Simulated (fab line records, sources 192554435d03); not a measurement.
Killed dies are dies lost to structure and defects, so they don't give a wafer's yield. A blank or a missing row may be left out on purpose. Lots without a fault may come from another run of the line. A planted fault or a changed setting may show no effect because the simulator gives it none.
fab line records | flow n5_finfet | part 1 of 2: steps 1 to 4 of 6
record lots=24 wafers=72 last_day=17
route steps=1938 shown BEOL_M0_SAQP@659 BEOL_M0_CUTY@710 BEOL_M0@716
lots that met no fault: from a run of the same line without faults
start_h: hours from the record's first day to the start of the lot's first wafer shown | wait_h: hours since the lot's step before | " the same as in the row above | L1.1+2: a row that stands for several wafers | - no value, or no start given | * or withheld: withheld | < > ~ a bound
route shown NAME@n: a module of which the file shows steps, and the number in the route of the first | usual: mean/standard deviation of fault-free wafers | same: alike in all rows | chamber/n: place in a boat | sites: the reading at each site | _std_site: their standard deviation | _edge_site: outer sites' mean less inner sites' | radius_mm: how far each site lies from the wafer's centre | mask NAME#n: copy n | behind: the tool/chamber that last shaped the wafer | hold: why the lot was held/for how many hours/how that ended | device: the transistor (n, p or np) that didn't switch | end of line: the same wafers' tests at the end of the route | a step without rows: its recipe alone | killed: dies lost to structure and defects at the first sort, not the wafer's yield | map: a wafer's dies, x killed, . not, _ none there
set.NAME: the setting as run; set.NAME@STEP: as run at that earlier step | model.NAME: the simulator's own value behind a step, which no gauge read
steps of the route over a sample of lots; a table a step, a row a wafer
services: from which hour (start_h, from the record's first day; less than 0 if before it) a tool's chamber was out of use, for how many hours, and why
## steps
# step N5_BEOL_M0_SAQP_STRIP_86
# recipe chemistry=N2/H2 power_w=500 temp_c=40 pressure_mtorr=50 rf_frequency_hz=6e+07 overash_fraction=0.3 bias_power_w=28 h2_frac=0.5 n2_flow_sccm=300 h2_flow_sccm=300
# usual drypump_motor_current_A=5.7/0.39 oes_product_au=0.77/0.088 rf_vpp_V=121.7/1.5 showerhead_plenum_p_Torr=3.36/0.11 throttle_valve_pct=19.0/0.36
# columns lot.wafer tool chamber start_h wait_h drypump_motor_current_A oes_product_au rf_hours_counter_h rf_vpp_V showerhead_plenum_p_Torr throttle_valve_pct
L074.2 rie_diel-05 0 109.50 0.1 6.1 0.71 188 122.2 3.20 18.8
L074.5 " 0 " " 6.1 0.71 - 120.8 3.20 18.9
L074.6 " 3 " " 5.6 0.74 - 121.6 3.23 18.8
L075.1 rie_diel-05 1 113.56 0.1 5.7 0.82 89 116.3 3.12 18.7
L075.2 " 2 " " 5.5 0.94 13 123.3 3.46 18.6
L075.4 " 3 " " 5.5 0.75 164 123.8 3.23 18.8
L076.1 rie_diel-04 1 119.24 0.1 6.5 0.74 160 122.1 3.33 18.3
L076.2 " 2 " " 5.6 0.78 120 121.6 3.39 18.6
L076.4 " 3 " " 5.4 0.90 - 121.0 3.31 19.2
L077.1 rie_diel-01 0 124.86 0.1 5.3 0.67 237 122.5 3.45 19.2
L077.4 " 1 " " 5.6 0.74 165 122.2 3.37 19.4
L077.6 " 3 " " 5.5 0.72 - 122.4 3.47 18.9
L078.1 rie_diel-01 3 133.08 0.1 5.4 0.71 192 122.9 3.47 18.9
L078.3 " 0 " " 5.3 0.68 239 120.9 3.44 19.2
L078.5 " 0 " " 5.3 0.68 - 122.7 3.44 19.2
L079.3 rie_diel-05 2 140.01 0.1 5.6 0.90 21 120.6 3.45 18.6
L079.4 " 1 " " 5.7 0.81 96 121.2 3.11 18.7
L079.6 " 2 " " 5.5 0.90 - 120.6 3.45 18.6
L080.1 rie_diel-05 2 152.08 0.1 5.6 0.90 24 118.7 3.45 18.6
L080.2 " 0 " " 6.1 0.70 199 119.7 3.19 18.9
L080.6 " 3 " " 5.6 0.74 - 122.8 3.23 18.8
L081.3 rie_diel-04 2 152.32 0.1 5.6 0.76 131 123.5 3.39 18.7
L081.5 " 0 " " 6.6 0.83 - 120.8 3.53 19.3
L081.6 " 3 " " 5.4 0.89 - 121.0 3.30 19.2
L082.1 rie_diel-04 2 155.60 0.1 5.6 0.77 132 123.3 3.39 18.7
L082.3 " 3 " " 5.4 0.86 51 118.5 3.30 19.2
L082.6 " 3 " " 5.4 0.89 - 120.5 3.30 19.2
L083.2 rie_diel-05 0 161.22 0.1 6.1 0.70 202 121.0 3.19 18.9
L083.5 " 1 " " 5.7 0.79 - 122.3 3.11 18.8
L083.6 " 0 " " 6.0 0.70 - 120.0 3.19 18.9
L084.1 rie_diel-04 3 170.41 0.2 5.4 0.88 54 121.5 3.30 19.2
L084.2 " 0 " " 6.6 0.82 99 123.4 3.53 19.3
L084.5 " 1 " " 6.5 0.71 - 121.0 3.32 18.3
L085.2 rie_diel-04 0 177.97 0.1 6.6 0.82 102 123.3 3.52 19.3
L085.4 " 3 " " 5.4 0.87 57 123.8 3.30 19.2
L085.5 " 0 " " 6.6 0.81 - 120.2 3.52 19.3
L086.1 rie_diel-01 1 183.07 0.1 5.6 0.72 185 121.7 3.35 19.5
L086.2 " 3 " " 5.4 0.70 208 121.9 3.46 18.9
L086.6 " 1 " " 5.6 0.72 - 123.8 3.35 19.5
L087.1 rie_diel-01 0 188.99 0.1 5.3 1.01 1 122.7 3.44 18.8
L087.3 " 1 " " 5.6 0.71 187 122.0 3.35 19.5
L087.4 " 2 " " 5.5 0.70 224 122.7 3.47 19.6
L088.1 rie_diel-01 0 197.65 0.1 5.3 0.99 4 121.8 3.44 18.8
L088.4 " 3 " " 5.5 0.69 213 121.4 3.46 18.9
L088.5 " 0 " " 5.3 0.98 - 125.0 3.44 18.8
L089.1 rie_diel-05 0 202.37 0.1 6.1 0.68 214 121.8 3.18 18.9
L089.2 " 3 " " 5.6 0.73 190 121.3 3.22 18.9
L089.6 " 0 " " 6.1 0.69 - 121.4 3.18 18.9
L090.1 rie_diel-01 0 208.93 0.1 5.3 0.97 7 122.3 3.43 18.8
L090.3 " 3 " " 5.5 0.69 215 124.8 3.46 18.9
L090.6 " 1 " " 5.6 0.71 - 120.0 3.35 19.5
L091.2 rie_diel-05 2 213.55 0.3 5.6 0.86 45 122.8 3.44 18.7
L091.4 " 3 " " 5.6 0.73 - 119.8 3.22 18.9
L091.5 " 0 " " 6.1 0.69 - 122.3 3.18 18.9
L092.2 rie_diel-05 0 217.64 0.1 6.1 0.70 220 121.0 3.18 18.9
L092.4 " 0 " " 6.1 0.69 - 122.1 3.18 18.9
L092.5 " 2 " " 5.6 0.85 - 124.6 3.44 18.6
L093.1 rie_diel-04 0 223.33 0.1 6.6 0.79 115 124.7 3.52 19.4
L093.4 " 3 " " 5.4 0.85 71 122.8 3.29 19.3
L093.6 " 1 " " 6.5 0.71 - 120.7 3.31 18.3
L094.3 rie_diel-01 1 232.68 0.1 5.6 0.72 200 118.7 3.35 19.5
L094.5 " 2 " " 5.5 0.69 - 121.2 3.47 19.6
L094.6 " 3 " " 5.5 0.69 - 120.4 3.45 18.9
L095.3 rie_diel-04 0 235.85 0.1 6.6 0.80 119 120.9 3.51 19.3
L095.5 " 2 " " 5.6 0.75 - 118.5 3.37 18.7
L095.6 " 1 " " 6.5 0.70 - 120.3 3.31 18.3
L096.1 rie_diel-01 1 242.78 0.1 5.6 0.70 203 121.5 3.34 19.5
L096.4 " 3 " " 5.5 0.69 227 123.9 3.45 18.9
L096.5 " 0 " " 5.3 0.97 - 122.7 3.43 18.8
L097.3 rie_diel-01 1 246.97 0.1 5.6 0.70 205 119.2 3.34 19.5
L097.4 " 0 " " 5.3 0.94 20 122.4 3.43 18.9
L097.5 " 3 " " 5.5 0.68 - 122.0 3.45 18.9
# step N5_BEOL_M0_SAQP_RECESS_104
# recipe chemistry=HF/NH3 target=SiO2 target_depth_a=180 afs_cycles=3 temp_c=30 sublimation_temp_c=180 sublimation_time_s=60
# usual drypump_motor_current_A=5.7/0.47
# columns lot.wafer tool chamber start_h wait_h drypump_motor_current_A
L074.2 vapor_etch-02 1 111.21 0.1 5.5
L074.5 " 0 " " 5.6
L074.6 " 1 " " 5.4
L075.1 vapor_etch-02 1 115.17 0.1 5.4
L075.2 " 0 " " 5.6
L075.4 " 1 " " 5.4
L076.1 vapor_etch-01 1 120.68 0.1 6.4
L076.2 " 0 " " 5.2
L076.4 " 1 " " 6.4
L077.1 vapor_etch-02 1 126.42 0.1 5.5
L077.4 " 0 " " 5.6
L077.6 " 0 " " 5.6
L078.1 vapor_etch-01 1 136.23 0.1 6.4
L078.3 " 1 " " 6.4
L078.5 " 0 " " 5.2
L079.3 vapor_etch-01 1 141.92 0.2 6.4
L079.4 " 0 " " 5.2
L079.6 " 1 " " 6.4
L080.1 vapor_etch-01 0 153.84 0.1 5.2
L080.2 " 1 " " 6.4
L080.6 " 1 " " 6.4
L081.3 vapor_etch-02 1 154.50 0.2 5.4
L081.5 " 1 " " 5.4
L081.6 " 0 " " 5.6
L082.1 vapor_etch-02 0 158.22 0.1 5.6
L082.3 " 0 " " 5.6
L082.6 " 1 " " 5.4
L083.2 vapor_etch-01 0 162.67 0.1 5.2
L083.5 " 1 " " 6.4
L083.6 " 0 " " 5.2
L084.1 vapor_etch-02 1 172.45 0.1 5.4
L084.2 " 0 " " 5.6
L084.5 " 1 " " 5.5
L085.2 vapor_etch-01 1 180.74 0.1 6.4
L085.4 " 1 " " 6.4
L085.5 " 1 " " 6.4
L086.1 vapor_etch-01 1 184.57 0.1 6.5
L086.2 " 0 " " 5.2
L086.6 " 0 " " 5.2
L087.1 vapor_etch-02 1 191.07 0.1 5.4
L087.3 " 0 " " 5.6
L087.4 " 1 " " 5.4
L088.1 vapor_etch-01 1 199.14 0.1 6.4
L088.4 " 1 " " 6.4
L088.5 " 0 " " 5.2
L089.1 vapor_etch-02 0 204.34 0.1 5.6
L089.2 " 1 " " 5.4
L089.6 " 1 " " 5.4
L090.1 vapor_etch-01 1 210.44 0.1 6.4
L090.3 " 1 " " 6.4
L090.6 " 1 " " 6.4
L091.2 vapor_etch-01 0 215.00 0.1 5.2
L091.4 " 1 " " 6.4
L091.5 " 1 " " 6.4
L092.2 vapor_etch-02 0 219.09 0.1 5.6
L092.4 " 0 " " 5.6
L092.5 " 1 " " 5.5
L093.1 vapor_etch-02 1 224.89 0.1 5.4
L093.4 " 0 " " 5.6
L093.6 " 1 " " 5.4
L094.3 vapor_etch-02 1 234.31 0.2 5.4
L094.5 " 1 " " 5.4
L094.6 " 0 " " 5.6
L095.3 vapor_etch-01 1 237.43 0.2 6.5
L095.5 " 0 " " 5.2
L095.6 " 1 " " 6.4
L096.1 vapor_etch-02 0 244.22 0.1 5.6
L096.4 " 1 " " 5.5
L096.5 " 0 " " 5.6
L097.3 vapor_etch-01 0 249.12 0.2 5.2
L097.4 " 1 " " 6.4
L097.5 " 0 " " 5.2
# step N5_BEOL_M0_SAQP_ETCH_49
# recipe chemistry=CF4/O2 target_depth_a=370 target=SiO2 pressure_mtorr=40 source_w=535 bias_w=49 Ar_flow_sccm=100 cf4_flow_sccm=100 O2_flow_sccm=10 ion_energy_ev=100
# usual drypump_motor_current_A=5.8/0.41 oes_product_au=0.77/0.076 rf_vpp_V=240/5.6 showerhead_plenum_p_Torr=2.20/0.079 throttle_valve_pct=15.82/0.23
# columns lot.wafer tool chamber start_h wait_h drypump_motor_current_A oes_product_au rf_hours_counter_h rf_vpp_V showerhead_plenum_p_Torr throttle_valve_pct
L074.2 rie_diel-05 2 114.03 0.3 5.6 0.94 13 240 2.26 15.44
L074.5 " 2 " " 5.6 0.93 - 239 2.26 15.43
L074.6 " 1 " " 5.7 0.82 - 230 2.06 15.98
L075.1 rie_diel-05 2 118.75 0.3 5.5 0.93 14 239 2.26 15.42
L075.2 " 3 " " 5.6 0.75 165 237 2.13 15.82
L075.4 " 0 " " 6.0 0.70 190 249 2.11 16.03
L076.1 rie_diel-04 2 124.36 0.3 5.6 0.76 122 241 2.22 15.49
L076.2 " 3 " " 5.4 0.90 41 235 2.16 15.57
L076.4 " 1 " " 6.5 0.73 - 238 2.19 15.69
L077.1 rie_diel-04 3 131.39 0.5 5.4 0.90 44 236 2.16 15.57
L077.4 " 2 " " 5.6 0.77 125 241 2.22 15.52
L077.6 " 1 " " 6.5 0.73 - 237 2.19 15.70
L078.1 rie_diel-04 1 140.40 0.3 6.5 0.72 167 238 2.19 15.71
L078.3 " 0 " " 6.5 0.84 91 242 2.33 16.05
L078.5 " 0 " " 6.5 0.83 - 243 2.33 16.06
L079.3 rie_diel-04 3 144.65 0.3 5.4 0.88 48 236 2.15 15.58
L079.4 " 1 " " 6.6 0.72 168 238 2.19 15.72
L079.6 " 3 " " 5.4 0.89 - 236 2.15 15.57
L080.1 rie_diel-04 1 157.31 0.3 6.5 0.72 173 237 2.19 15.74
L080.2 " 3 " " 5.4 0.88 52 236 2.15 15.59
L080.6 " 1 " " 6.5 0.72 - 237 2.19 15.70
L081.3 rie_diel-01 1 157.67 0.3 5.6 0.73 175 239 2.19 15.98
L081.5 " 3 " " 5.5 0.71 - 252 2.28 15.94
L081.6 " 0 " " 5.3 0.67 - 243 2.27 15.96
L082.1 rie_diel-04 0 161.08 0.3 6.5 0.82 97 242 2.33 16.06
L082.3 " 3 " " 5.4 0.89 52 235 2.15 15.58
L082.6 " 3 " " 5.4 0.88 - 235 2.15 15.58
L083.2 rie_diel-01 2 165.70 0.3 5.5 0.71 215 242 2.28 16.00
L083.5 " 0 " " 5.3 0.67 - 243 2.26 15.97
L083.6 " 3 " " 5.5 0.71 - 251 2.28 15.93
L084.1 rie_diel-01 3 175.19 0.3 5.5 0.70 205 251 2.28 15.93
L084.2 " 1 " " 5.6 0.72 182 239 2.19 16.02
L084.5 " 1 " " 5.6 0.71 - 240 2.19 15.98
L085.2 rie_diel-01 1 183.65 0.3 5.6 0.72 185 239 2.19 16.00
L085.4 " 3 " " 5.5 0.70 - 252 2.28 15.96
L085.5 " 1 " " 5.6 0.72 - 240 2.19 16.02
L086.1 rie_diel-05 0 190.17 0.3 6.1 0.69 210 249 2.10 16.07
L086.2 " 3 " " 5.5 0.74 185 239 2.12 15.86
L086.6 " 2 " " 5.6 0.87 - 238 2.25 15.48
L087.1 rie_diel-04 1 194.25 0.3 6.5 0.72 181 237 2.19 15.74
L087.3 " 2 " " 5.6 0.74 142 242 2.21 15.54
L087.4 " 0 " " 6.5 0.81 107 243 2.33 16.08
L088.1 rie_diel-05 3 202.09 0.3 5.5 0.73 190 239 2.12 15.88
L088.4 " 0 " " 6.0 0.69 - 252 2.10 16.08
L088.5 " 2 " " 5.5 0.87 - 237 2.25 15.47
L089.1 rie_diel-01 2 207.22 0.3 5.5 0.69 229 240 2.27 16.04
L089.2 " 3 " " 5.5 0.70 215 251 2.28 15.95
L089.6 " 1 " " 5.6 0.71 - 240 2.18 16.01
L090.1 rie_diel-04 3 213.18 0.3 5.4 0.87 68 235 2.15 15.60
L090.3 " 1 " " 6.5 0.72 186 236 2.18 15.76
L090.6 " 0 " " 6.5 0.81 - 243 2.33 16.08
L091.2 rie_diel-04 0 218.12 0.3 6.5 0.80 114 242 2.32 16.09
L091.4 " 2 " " 5.6 0.74 149 241 2.21 15.56
L091.5 " 2 " " 5.6 0.74 - 243 2.21 15.55
L092.2 rie_diel-05 0 221.96 0.3 6.1 0.68 221 249 2.10 16.10
L092.4 " 2 " " 5.6 0.87 48 238 2.25 15.49
L092.5 " 3 " " 5.5 0.73 - 238 2.12 15.87
L093.1 rie_diel-05 0 227.80 0.3 6.1 0.69 223 250 2.10 16.10
L093.4 " 1 " " 5.7 0.78 116 230 2.05 16.05
L093.6 " 0 " " 6.0 0.68 - 249 2.10 16.10
L094.3 rie_diel-05 2 237.36 0.3 5.6 0.86 52 238 2.25 15.50
L094.5 " 1 " " 5.7 0.78 - 229 2.05 16.04
L094.6 " 2 " " 5.6 0.87 - 238 2.25 15.50
L095.3 rie_diel-04 3 240.53 0.4 5.4 0.85 77 236 2.14 15.64
L095.5 " 2 " " 5.6 0.74 - 242 2.21 15.57
L095.6 " 3 " " 5.4 0.86 - 236 2.14 15.65
L096.1 rie_diel-05 3 248.11 0.3 5.5 0.72 205 238 2.12 15.91
L096.4 " 0 " " 6.0 0.67 229 250 2.09 16.11
L096.5 " 2 " " 5.6 0.85 - 239 2.25 15.49
L097.3 rie_diel-01 1 252.18 0.3 5.6 0.71 206 238 2.18 16.03
L097.4 " 3 " " 5.5 0.69 230 252 2.27 15.99
L097.5 " 0 " " 5.3 0.93 - 243 2.26 15.52
# step N5_BEOL_M0_CUTY_INSPECT_59
# recipe mode=adi inspect_instrument=macro
# usual raw_defect_count=2.2/1.4
# columns lot.wafer tool chamber start_h wait_h raw_defect_count
L074.2 defect_inspect-01 - 114.45 0.0 1
L074.5 " - " " 4
L074.6 " - " " 2
L075.1 defect_inspect-02 - 119.30 0.0 1
L075.2 " - " " 1
L075.4 " - " " 4
L076.1 defect_inspect-02 - 124.91 0.0 3
L076.2 " - " " 3
L076.4 " - " " 1
L077.1 defect_inspect-02 - 131.81 0.0 0
L077.4 " - " " 1
L077.6 " - " " 5
L078.1 defect_inspect-02 - 140.82 0.0 3
L078.3 " - " " 3
L078.5 " - " " 5
L079.3 defect_inspect-02 - 145.20 0.0 1
L079.4 " - " " 3
L079.6 " - " " 3
L080.1 defect_inspect-02 - 157.86 0.0 2
L080.2 " - " " 4
L080.6 " - " " 1
L081.3 defect_inspect-01 - 158.22 0.0 5
L081.5 " - " " 3
L081.6 " - " " 4
L082.1 defect_inspect-01 - 161.50 0.0 2
L082.3 " - " " 1
L082.6 " - " " 2
L083.2 defect_inspect-01 - 166.25 0.0 2
L083.5 " - " " 2
L083.6 " - " " 4
L084.1 defect_inspect-01 - 175.76 0.0 0
L084.2 " - " " 1
L084.5 " - " " 0
L085.2 defect_inspect-02 - 184.19 0.0 3
L085.4 " - " " 4
L085.5 " - " " 1
L086.1 defect_inspect-02 - 190.71 0.0 2
L086.2 " - " " 2
L086.6 " - " " 1
L087.1 defect_inspect-02 - 194.79 0.0 2
L087.3 " - " " 4
L087.4 " - " " 3
L088.1 defect_inspect-02 - 202.67 0.0 3
L088.4 " - " " 1
L088.5 " - " " 3
L089.1 defect_inspect-01 - 207.77 0.0 1
L089.2 " - " " 6
L089.6 " - " " 0
L090.1 defect_inspect-02 - 213.73 0.0 0
L090.3 " - " " 5
L090.6 " - " " 5
L091.2 defect_inspect-02 - 218.67 0.0 3
L091.4 " - " " 1
L091.5 " - " " 1
L092.2 defect_inspect-02 - 222.51 0.0 0
L092.4 " - " " 0
L092.5 " - " " 1
L093.1 defect_inspect-01 - 228.22 0.0 4
L093.4 " - " " 1
L093.6 " - " " 2
L094.3 defect_inspect-02 - 237.90 0.0 3
L094.5 " - " " 1
L094.6 " - " " 2
L095.3 defect_inspect-01 - 241.08 0.0 1
L095.5 " - " " 2
L095.6 " - " " 2
L096.1 defect_inspect-01 - 248.65 0.0 3
L096.4 " - " " 2
L096.5 " - " " 0
L097.3 defect_inspect-02 - 252.73 0.0 4
L097.4 " - " " 3
L097.5 " - " " 2
